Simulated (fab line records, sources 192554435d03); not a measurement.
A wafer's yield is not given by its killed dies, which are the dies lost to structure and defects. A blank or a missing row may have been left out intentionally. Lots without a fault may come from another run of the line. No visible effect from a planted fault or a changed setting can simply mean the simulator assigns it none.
fab line records    flow n5Finfet    part 1 of 2: steps 1 to 13 of 23
record: lots: 5  wafers: 15  lastDay: 17
route steps=1938 shown BEOL_M4@1059
lots that met no fault: taken from a fault-free run of the same line
startH: start of the lot's first displayed wafer, in hours after the record's first day    waitH: hours since the lot's step before    " the same as in the row above    L1.1+2: a row that stands for several wafers    - no value, or no start was given    * or withheld: withheld    < > ~ a bound
route shown NAME@n: NAME is a module with steps in the file, n the number in the route of the first one    usual: average and standard deviation across the fault-free wafers    same: alike in all rows    chamber/n: place in a boat    sites: each site's reading    _std_site: their standard deviation    _edge_site: outer sites' mean less inner sites'    radiusMm: how far each site lies from the wafer's centre    mask NAME#n: copy n    behind: tool/chamber where the wafer was last shaped    hold: why the lot was held/for how many hours/how that ended    device: which transistor (n, p or np) failed to switch    end of line: at the end of the route, the tests of the same wafers    step lacking rows: just its recipe    killed: at the first sort, the dies lost to defects and structure; wafer yield is something else    map: dies across one wafer; x = killed, . = not, _ = none there
set.NAME: the setting as run; set.NAME@STEP: as run at that earlier step    model.NAME: the simulator's own value behind a step, which no gauge read
a table for each step, a row for each wafer; lots at some steps of the route
services: the hour from which a tool's chamber was out of use, counted from the record's first day as startH (under 0 if before that day), plus the number of hours and why
== steps ==
step: N5_BEOL_M4_DESCUM_33
recipe: chemistry: O2  timeS: 7  sourcePowerW: 50  biasPowerW: 20  pressureMtorr: 20  rfFrequencyHz: 2.712e+07  tempC: 40  resist: CAR-EUV  o2FlowSccm: 225
usual: drypumpMotorCurrentA: 5.9/0.35  oesProductAu: 0.79/0.096  rfVppV: 243.5/1.2  showerheadPlenumPTorr: 2.11/0.061  tempC: 40.00/0.11  throttleValvePct: 20.49/0.25
same: timeS: 7
lot.wafer  tool        chamber  startH  waitH  drypumpMotorCurrentA  oesProductAu  rfHoursCounterH  rfVppV  showerheadPlenumPTorr  tempC  throttleValvePct
L074.1     rieDiel-03  2        149.29  0.2    5.8                   0.90          39               243.8   2.23                   39.93  20.11
L074.2     "           0        "       "      5.7                   0.68          222              243.6   2.16                   40.13  20.72
L074.3     "           1        "       "      5.4                   0.76          156              241.9   2.01                   39.87  19.98
L081.1     rieDiel-05  0        198.44  0.0    5.7                   0.85          44               245.5   2.22                   40.08  20.09
L081.2     "           1        "       "      5.5                   0.70          192              244.2   2.17                   39.86  20.51
L081.6     "           2        "       "      5.5                   0.86          -                242.5   2.12                   39.95  20.35
L092.4     rieDiel-04  3        273.52  0.1    6.2                   0.72          213              242.7   2.06                   40.01  20.73
L092.5     "           3        "       "      6.2                   0.73          -                242.4   2.06                   39.90  20.73
L092.6     "           2        "       "      6.1                   0.72          -                242.9   2.06                   40.00  20.81
L093.1     rieDiel-04  2        280.35  0.0    6.1                   0.72          202              242.7   2.06                   40.05  20.81
L093.2     "           3        "       "      6.2                   0.72          216              244.0   2.06                   39.97  20.73
L093.5     "           0        "       "      6.3                   0.99          -                243.0   2.16                   40.09  20.27
L097.1     rieDiel-04  1        292.07  0.0    6.4                   0.90          29               242.7   2.14                   39.99  20.45
L097.4     "           0        "       "      6.2                   0.97          9                244.2   2.15                   40.01  20.25
L097.5     "           3        "       "      6.3                   0.72          -                242.8   2.06                   39.96  20.73
step: N5_BEOL_M4_ETCH_77
recipe: chemistry: N2/H2  target: underlayer  targetDepthA: 65  maskMaterial: CAR-EUV  timeS: 5.2  ionEnergyEv: 200  pressureMtorr: 30  sourceW: 840  biasW: 150  n2FlowSccm: 200  h2FlowSccm: 200  ends: cleared
usual: drypumpMotorCurrentA: 5.9/0.35  etchRfOnTimeS: 5.17/0.08  oesProductAu: 0.67/0.08  rfVppV: 524.2/2.3  showerheadPlenumPTorr: 2.57/0.071  throttleValvePct: 17.9/0.31
lot.wafer  tool        chamber  startH  waitH  drypumpMotorCurrentA  etchRfOnTimeS  oesProductAu  rfHoursCounterH  rfVppV  showerheadPlenumPTorr  throttleValvePct
L074.1     rieDiel-03  2        149.32  0.0    5.8                   5.13           0.76          39               528.6   2.69                   17.4
L074.2     "           0        "       "      5.7                   5.32           0.58          222              521.9   2.62                   18.1
L074.3     "           1        "       "      5.5                   5.12           0.64          156              522.2   2.44                   17.5
L081.1     rieDiel-05  0        198.47  0.0    5.6                   5.09           0.73          44               526.6   2.69                   17.5
L081.2     "           1        "       "      5.5                   5.23           0.60          192              529.5   2.64                   18.0
L081.6     "           2        "       "      5.5                   5.16           0.72          -                525.7   2.57                   17.7
L092.4     rieDiel-04  3        273.55  0.0    6.3                   5.11           0.62          213              523.5   2.52                   18.2
L092.5     "           3        "       "      6.2                   5.11           0.63          -                524.4   2.52                   18.2
L092.6     "           2        "       "      6.1                   5.22           0.62          -                522.5   2.53                   18.4
L093.1     rieDiel-04  2        280.39  0.0    6.1                   5.29           0.61          202              521.9   2.53                   18.5
L093.2     "           3        "       "      6.3                   5.11           0.62          216              520.0   2.52                   18.2
L093.5     "           0        "       "      6.3                   5.13           0.82          -                527.1   2.61                   17.6
L097.1     rieDiel-04  1        292.11  0.0    6.4                   5.09           0.77          29               525.8   2.60                   17.7
L097.4     "           0        "       "      6.3                   5.06           0.85          9                524.4   2.61                   17.6
L097.5     "           3        "       "      6.2                   5.16           0.61          -                523.4   2.52                   18.2
step: N5_BEOL_M4_ETCH_69
recipe: chemistry: CF4  target: SiARC  targetDepthA: 156  maskMaterial: CAR-EUV  timeS: 26  ionEnergyEv: 80  pressureMtorr: 40  sourceW: 545  biasW: 36  Ar_flow_sccm: 100  cf4FlowSccm: 100  ends: cleared
usual: drypumpMotorCurrentA: 5.9/0.36  etchRfOnTimeS: 25.9/0.41  oesProductAu: 0.68/0.081  rfVppV: 184.3/1  showerheadPlenumPTorr: 2.16/0.057  throttleValvePct: 15.67/0.29
lot.wafer  tool        chamber  startH  waitH  drypumpMotorCurrentA  etchRfOnTimeS  oesProductAu  rfHoursCounterH  rfVppV  showerheadPlenumPTorr  throttleValvePct
L074.1     rieDiel-03  2        149.34  0.0    5.8                   26.1           0.76          39               184.3   2.26                   15.26
L074.2     "           0        "       "      5.7                   26.4           0.58          222              183.8   2.20                   15.89
L074.3     "           1        "       "      5.4                   25.7           0.65          156              182.1   2.05                   15.21
L081.1     rieDiel-05  0        198.49  0.0    5.7                   25.5           0.73          44               187.1   2.27                   15.28
L081.2     "           1        "       "      5.5                   26.2           0.60          192              184.0   2.21                   15.72
L081.6     "           2        "       "      5.4                   26.1           0.72          -                184.1   2.17                   15.48
L092.4     rieDiel-04  3        273.57  0.0    6.3                   25.8           0.62          213              184.6   2.12                   16.01
L092.5     "           3        "       "      6.2                   25.7           0.62          -                183.3   2.12                   16.01
L092.6     "           2        "       "      6.1                   26.5           0.62          -                183.9   2.12                   16.04
L093.1     rieDiel-04  2        280.41  0.0    6.0                   26.7           0.62          202              182.8   2.12                   16.05
L093.2     "           3        "       "      6.2                   26.1           0.62          216              184.9   2.12                   16.01
L093.5     "           0        "       "      6.3                   25.7           0.84          -                184.4   2.19                   15.30
L097.1     rieDiel-04  1        292.12  0.0    6.5                   25.4           0.78          29               183.1   2.19                   15.56
L097.4     "           0        "       "      6.3                   25.6           0.83          9                184.4   2.19                   15.31
L097.5     "           3        "       "      6.2                   25.8           0.62          -                183.2   2.12                   16.01
step: N5_BEOL_M4_ALD_98
recipe: material: SiO2  targetThkA: 25  tempC: 100  aldPrecursorFamily: BDEAS  aldCoReactant: O2-plasma  pulseTimeS: 1  coReactantPulseTimeS: 1  purgeTimeS: 2  coReactantPurgeTimeS: 2  aldCycles: 17  pressureTorr: 2
usual: heaterPowerOuterW: 40/3.4  heaterPowerW: 78/7.9  precursorPulseHeightRel: 0.999/0.018
lot.wafer  tool       chamber  startH  waitH  heaterPowerOuterW  heaterPowerW  precursorPulseHeightRel
L074.1     aldSin-02  2        149.42  0.1    37                 76            1.009
L074.2     "          1        "       "      41                 75            0.994
L074.3     "          0        "       "      46                 85            0.984
L081.1     aldSin-01  0        198.58  0.1    36                 65            0.981
L081.2     "          1        "       "      42                 90            0.991
L081.6     "          3        "       "      34                 66            0.999
L092.4     aldSin-01  1        273.65  0.1    42                 91            0.998
L092.5     "          1        "       "      41                 88            0.983
L092.6     "          0        "       "      38                 69            0.975
L093.1     aldSin-02  1        280.64  0.2    40                 76            0.980
L093.2     "          3        "       "      42                 82            1.023
L093.5     "          1        "       "      40                 76            0.974
L097.1     aldSin-01  1        292.26  0.1    43                 91            0.996
L097.4     "          0        "       "      36                 68            0.971
L097.5     "          1        "       "      43                 92            1.018
step: N5_BEOL_M4_ETCHBACK_99
recipe: chemistry: CHF3  target: SiO2  targetDepthA: 50  timeS: 10.4  sourceW: 215  biasW: 47  Ar_flow_sccm: 200  CHF3_flow_sccm: 12  ionEnergyEv: 100  pressureMtorr: 30
usual: CHF3_flow_sccm: 12.00/0.036  drypumpMotorCurrentA: 5.9/0.35  oes_ar_750_au: 0.78/0.082  oesProductAu: 0.78/0.087  rfVppV: 241/3.1  showerheadPlenumPTorr: 2.17/0.062  throttleValvePct: 17.12/0.27
same: timeS: 10.4
lot.wafer  tool        chamber  startH  waitH  CHF3_flow_sccm  drypumpMotorCurrentA  oes_ar_750_au  oesProductAu  rfHoursCounterH  rfVppV  showerheadPlenumPTorr  throttleValvePct
L074.1     rieDiel-04  0        150.12  0.7    12.01           6.3                   0.72           0.71          218              245     2.21                   17.12
L074.2     "           3        "       "      12.02           6.2                   0.77           0.76          167              240     2.14                   17.34
L074.3     "           2        "       "      11.92           6.0                   0.76           0.75          153              241     2.14                   17.38
L081.1     rieDiel-04  2        199.97  1.3    12.01           6.1                   0.74           0.75          169              241     2.13                   17.40
L081.2     "           3        "       "      12.06           6.2                   0.74           0.75          184              238     2.14                   17.35
L081.6     "           0        "       "      12.01           6.3                   0.71           0.70          -                244     2.20                   17.16
L092.4     rieDiel-05  0        278.46  4.8    12.00           5.7                   0.83           0.81          68               240     2.28                   16.82
L092.5     "           2        "       "      11.96           5.5                   0.79           0.80          -                244     2.16                   16.98
L092.6     "           1        "       "      11.92           5.5                   0.68           0.67          -                244     2.21                   17.22
L093.1     rieDiel-04  2        289.10  8.4    11.99           6.1                   0.71           0.71          204              242     2.12                   17.46
L093.2     "           0        "       "      12.01           6.3                   0.96           0.98          8                244     2.20                   16.76
L093.5     "           1        "       "      12.01           6.4                   0.90           0.91          -                238     2.20                   17.02
L097.1     rieDiel-04  3        294.02  1.7    11.91           6.2                   0.72           0.72          219              239     2.13                   17.42
L097.4     "           1        "       "      11.99           6.4                   0.91           0.91          30               239     2.20                   17.02
L097.5     "           2        "       "      12.02           6.1                   0.71           0.73          -                241     2.12                   17.48
step: N5_BEOL_M4_ETCH_70
recipe: chemistry: N2/H2  target: SOC  targetDepthA: 800  overetchA: 240  maskMaterial: SiARC  tempC: 40  timeS: 130  ionEnergyEv: 200  pressureMtorr: 30  sourceW: 840  biasW: 150  n2FlowSccm: 200  h2FlowSccm: 200
usual: drypumpMotorCurrentA: 5.9/0.36  oesProductAu: 0.57/0.06  rfVppV: 524.6/2.1  showerheadPlenumPTorr: 2.57/0.073  tempC: 40.00/0.12  throttleValvePct: 17.9/0.31
same: timeS: 130
lot.wafer  tool        chamber  startH  waitH  drypumpMotorCurrentA  oesProductAu  rfHoursCounterH  rfVppV  showerheadPlenumPTorr  tempC  throttleValvePct
L074.1     rieDiel-04  0        150.16  0.0    6.3                   0.53          218              526.4   2.63                   40.00  17.9
L074.2     "           3        "       "      6.3                   0.56          167              524.3   2.54                   39.96  18.1
L074.3     "           2        "       "      6.1                   0.56          153              523.4   2.55                   40.02  18.3
L081.1     rieDiel-04  2        200.01  0.0    6.1                   0.55          169              524.5   2.54                   40.11  18.3
L081.2     "           3        "       "      6.3                   0.55          184              524.1   2.53                   40.08  18.1
L081.6     "           0        "       "      6.3                   0.51          -                526.9   2.62                   40.14  17.9
L092.4     rieDiel-05  0        278.49  0.0    5.7                   0.60          68               528.6   2.68                   39.91  17.4
L092.5     "           2        "       "      5.5                   0.59          -                525.6   2.56                   39.93  17.7
L092.6     "           1        "       "      5.5                   0.50          -                525.8   2.63                   40.03  18.0
L093.1     rieDiel-04  2        289.13  0.0    6.1                   0.53          204              523.2   2.53                   39.99  18.4
L093.2     "           0        "       "      6.3                   0.72          8                525.7   2.61                   39.88  17.6
L093.5     "           1        "       "      6.5                   0.67          -                525.3   2.60                   39.79  17.7
L097.1     rieDiel-04  3        294.06  0.0    6.2                   0.53          219              522.2   2.52                   39.70  18.2
L097.4     "           1        "       "      6.5                   0.66          30               524.2   2.60                   39.84  17.7
L097.5     "           2        "       "      6.1                   0.53          -                522.9   2.53                   40.11  18.4
step: N5_BEOL_M4_STRIP_71
recipe: chemistry: N2/H2  tempC: 40  n2FlowSccm: 200  h2FlowSccm: 200  rfFrequencyHz: 6e+07
lot.wafer   tool        chamber  startH  waitH
L074.1+2+3  rieDiel-04  0,3,2    150.24  0.0
L081.1+2+6  rieDiel-04  2,3,0    200.09  0.0
L092.4+5+6  rieDiel-05  0,2,1    278.58  0.0
L093.1+2+5  rieDiel-04  2,0,1    289.22  0.0
L097.1+4+5  rieDiel-04  3,1,2    294.14  0.0
step: N5_BEOL_M4_STRIP_78
recipe: chemistry: N2/H2  tempC: 40  n2FlowSccm: 200  h2FlowSccm: 200  rfFrequencyHz: 6e+07
lot.wafer   tool        chamber  startH  waitH
L074.1+2+3  rieDiel-04  0,3,2    150.25  0.0
L081.1+2+6  rieDiel-04  2,3,0    200.10  0.0
L092.4+5+6  rieDiel-05  0,2,1    278.59  0.0
L093.1+2+5  rieDiel-04  2,0,1    289.23  0.0
L097.1+4+5  rieDiel-04  3,1,2    294.15  0.0
step: N5_BEOL_M4_VIA_ETCH_34
recipe: chemistry: C4F6/O2  targetDepthA: 694  maskMaterial: SOC  pressureMtorr: 15  ionEnergyEv: 250  taperDeg: 4  timeS: 65.9  sourceW: 350  biasW: 170  Ar_flow_sccm: 300  C4F6_flow_sccm: 10  O2_flow_sccm: 10
usual: drypumpMotorCurrentA: 5.9/0.36  oes_ar_750_au: 0.78/0.082  oesProductAu: 0.78/0.086  rfVppV: 666/7.7  showerheadPlenumPTorr: 2.86/0.08  throttleValvePct: 30.77/0.25
same: timeS: 65.9
lot.wafer  tool        chamber  startH  waitH  drypumpMotorCurrentA  oes_ar_750_au  oesProductAu  rfHoursCounterH  rfVppV  showerheadPlenumPTorr  throttleValvePct
L074.1     rieDiel-04  0        150.26  0.0    6.3                   0.71           0.71          218              675     2.92                   30.71
L074.2     "           3        "       "      6.2                   0.76           0.76          167              664     2.83                   30.97
L074.3     "           2        "       "      6.1                   0.76           0.77          153              667     2.83                   31.05
L081.1     rieDiel-04  2        200.11  0.0    6.1                   0.75           0.75          169              667     2.82                   31.04
L081.2     "           3        "       "      6.3                   0.74           0.75          185              664     2.82                   31.00
L081.6     "           0        "       "      6.3                   0.70           0.71          -                674     2.91                   30.72
L092.4     rieDiel-05  0        278.60  0.0    5.6                   0.83           0.83          68               661     3.01                   30.56
L092.5     "           2        "       "      5.5                   0.80           0.82          -                680     2.86                   30.62
L092.6     "           1        "       "      5.5                   0.68           0.67          -                677     2.91                   30.76
L093.1     rieDiel-04  2        289.24  0.0    6.0                   0.71           0.72          204              666     2.80                   31.08
L093.2     "           0        "       "      6.3                   0.96           0.98          8                673     2.90                   30.50
L093.5     "           1        "       "      6.5                   0.90           0.91          -                660     2.90                   30.80
L097.1     rieDiel-04  3        294.16  0.0    6.2                   0.72           0.72          219              663     2.81                   31.04
L097.4     "           1        "       "      6.4                   0.90           0.91          30               662     2.90                   30.79
L097.5     "           2        "       "      6.1                   0.72           0.72          -                667     2.80                   31.08
step: N5_BEOL_M4_STRIP_83
recipe: chemistry: C4F6/O2  resist: SiARC  rfFrequencyHz: 6e+07
lot.wafer   tool        chamber  startH  waitH
L074.1+2+3  rieDiel-04  0,3,2    150.31  0.0
L081.1+2+6  rieDiel-04  2,3,0    200.16  0.0
L092.4+5+6  rieDiel-05  0,2,1    278.65  0.0
L093.1+2+5  rieDiel-04  2,0,1    289.29  0.0
L097.1+4+5  rieDiel-04  3,1,2    294.21  0.0
step: N5_BEOL_M4_STRIP_36
recipe: chemistry: N2/H2  powerW: 450  tempC: 40  pressureMtorr: 20  rfFrequencyHz: 6e+07  overashFraction: 0.3  biasPowerW: 7  h2Frac: 0.5  n2FlowSccm: 200  h2FlowSccm: 200
usual: drypumpMotorCurrentA: 5.9/0.35  oesProductAu: 0.78/0.086  rfVppV: 59.2/1.3  showerheadPlenumPTorr: 2.56/0.073  tempC: 39.98/0.11  throttleValvePct: 23.7/0.35
same: overashFraction: 0.3
lot.wafer  tool        chamber  startH  waitH  drypumpMotorCurrentA  oesProductAu  rfHoursCounterH  rfVppV  showerheadPlenumPTorr  tempC  throttleValvePct
L074.1     rieDiel-04  0        150.32  0.0    6.3                   0.72          218              58.8    2.62                   39.89  23.7
L074.2     "           3        "       "      6.2                   0.77          167              59.4    2.53                   40.09  23.9
L074.3     "           2        "       "      6.0                   0.77          153              58.5    2.55                   39.94  24.3
L081.1     rieDiel-04  2        200.17  0.0    6.1                   0.73          169              58.7    2.54                   40.01  24.3
L081.2     "           3        "       "      6.3                   0.73          185              58.9    2.53                   40.10  23.9
L081.6     "           0        "       "      6.2                   0.70          -                60.2    2.61                   40.03  23.8
L092.4     rieDiel-05  0        278.66  0.0    5.6                   0.82          68               59.1    2.67                   39.89  23.2
L092.5     "           2        "       "      5.5                   0.81          -                58.5    2.55                   39.92  23.6
L092.6     "           1        "       "      5.5                   0.68          -                59.8    2.62                   40.10  23.8
L093.1     rieDiel-04  2        289.30  0.0    6.1                   0.72          204              59.2    2.52                   39.96  24.4
L093.2     "           0        "       "      6.3                   0.97          8                59.2    2.60                   40.15  23.5
L093.5     "           1        "       "      6.5                   0.90          -                58.7    2.59                   40.04  23.5
L097.1     rieDiel-04  3        294.22  0.0    6.2                   0.72          220              59.7    2.51                   40.07  23.9
L097.4     "           1        "       "      6.5                   0.90          30               57.5    2.59                   40.26  23.5
L097.5     "           2        "       "      6.1                   0.72          -                61.9    2.53                   39.89  24.4
step: N5_BEOL_M4_TRENCH_ETCH_37
recipe: chemistry: C4F6/O2  targetDepthA: 555.55  target: SiOC  timeS: 29.2  ionEnergyEv: 250  pressureMtorr: 30  sourceW: 355  biasW: 185  Ar_flow_sccm: 300  C4F6_flow_sccm: 10  O2_flow_sccm: 10
usual: drypumpMotorCurrentA: 5.9/0.35  oes_ar_750_au: 0.78/0.082  oesProductAu: 0.78/0.086  rfVppV: 667/7.8  showerheadPlenumPTorr: 2.87/0.08  throttleValvePct: 20.90/0.26
same: timeS: 29.2
lot.wafer  tool        chamber  startH  waitH  drypumpMotorCurrentA  oes_ar_750_au  oesProductAu  rfHoursCounterH  rfVppV  showerheadPlenumPTorr  throttleValvePct
L074.1     rieDiel-04  0        -       -      6.3                   0.72           0.72          218              676     2.92                   20.88
L074.2     "           3        "       "      6.2                   0.76           0.76          167              663     2.84                   21.10
L074.3     "           2        "       "      6.1                   0.76           0.77          153              667     2.83                   21.16
L081.1     rieDiel-04  2        -       -      6.0                   0.74           0.75          169              669     2.82                   21.19
L081.2     "           3        "       "      6.2                   0.75           0.75          185              663     2.83                   21.13
L081.6     "           0        "       "      6.3                   0.70           0.71          -                676     2.91                   20.91
L092.4     rieDiel-05  0        -       -      5.6                   0.82           0.82          68               663     3.01                   20.65
L092.5     "           2        "       "      5.5                   0.80           0.81          -                680     2.86                   20.78
L092.6     "           1        "       "      5.5                   0.69           0.68          -                677     2.92                   20.96
L093.1     rieDiel-04  2        -       -      6.1                   0.72           0.72          204              667     2.81                   21.24
L093.2     "           0        "       "      6.3                   0.97           0.97          8                674     2.90                   20.56
L093.5     "           1        "       "      6.4                   0.90           0.91          -                661     2.91                   20.85
L097.1     rieDiel-04  3        -       -      6.2                   0.73           0.72          220              663     2.81                   21.18
L097.4     "           1        "       "      6.5                   0.89           0.90          30               662     2.91                   20.86
L097.5     "           2        "       "      6.1                   0.72           0.72          -                666     2.81                   21.23
step: N5_BEOL_M4_ETCH_41
recipe: chemistry: CH3F/O2  target: SiCN  targetDepthA: 299  taperDeg: 2  timeS: 52.5  ionEnergyEv: 120  maskMaterial: TiN  pressureMtorr: 30  sourceW: 395  biasW: 75  Ar_flow_sccm: 150  CH3F_flow_sccm: 30  O2_flow_sccm: 20
usual: drypumpMotorCurrentA: 5.9/0.36  oesProductAu: 0.78/0.087  rfVppV: 297.7/1.3  showerheadPlenumPTorr: 2.02/0.058  throttleValvePct: 16.38/0.27
same: timeS: 52.5
lot.wafer  tool        chamber  startH  waitH  drypumpMotorCurrentA  oesProductAu  rfHoursCounterH  rfVppV  showerheadPlenumPTorr  throttleValvePct
L074.1     rieDiel-04  0        -       -      6.3                   0.72          218              299.8   2.06                   16.40
L074.2     "           3        "       "      6.2                   0.77          167              296.7   1.99                   16.59
L074.3     "           2        "       "      6.1                   0.76          153              297.8   1.99                   16.63
L081.1     rieDiel-04  2        -       -      6.1                   0.74          169              297.6   1.98                   16.67
L081.2     "           3        "       "      6.3                   0.75          185              297.3   1.99                   16.61
L081.6     "           0        "       "      6.3                   0.70          -                298.6   2.05                   16.42
L092.4     rieDiel-05  0        -       -      5.7                   0.82          68               299.6   2.12                   16.07
L092.5     "           2        "       "      5.5                   0.81          -                297.3   2.01                   16.27
L092.6     "           1        "       "      5.5                   0.68          -                298.2   2.05                   16.46
L093.1     rieDiel-04  2        -       -      6.1                   0.71          204              297.3   1.97                   16.73
L093.2     "           0        "       "      6.3                   0.97          8                297.9   2.04                   15.99
L093.5     "           1        "       "      6.5                   0.91          -                298.8   2.04                   16.26
L097.1     rieDiel-04  3        -       -      6.3                   0.72          220              297.8   1.98                   16.67
L097.4     "           1        "       "      6.4                   0.91          30               297.5   2.04                   16.26
L097.5     "           2        "       "      6.1                   0.72          -                298.0   1.97                   16.74
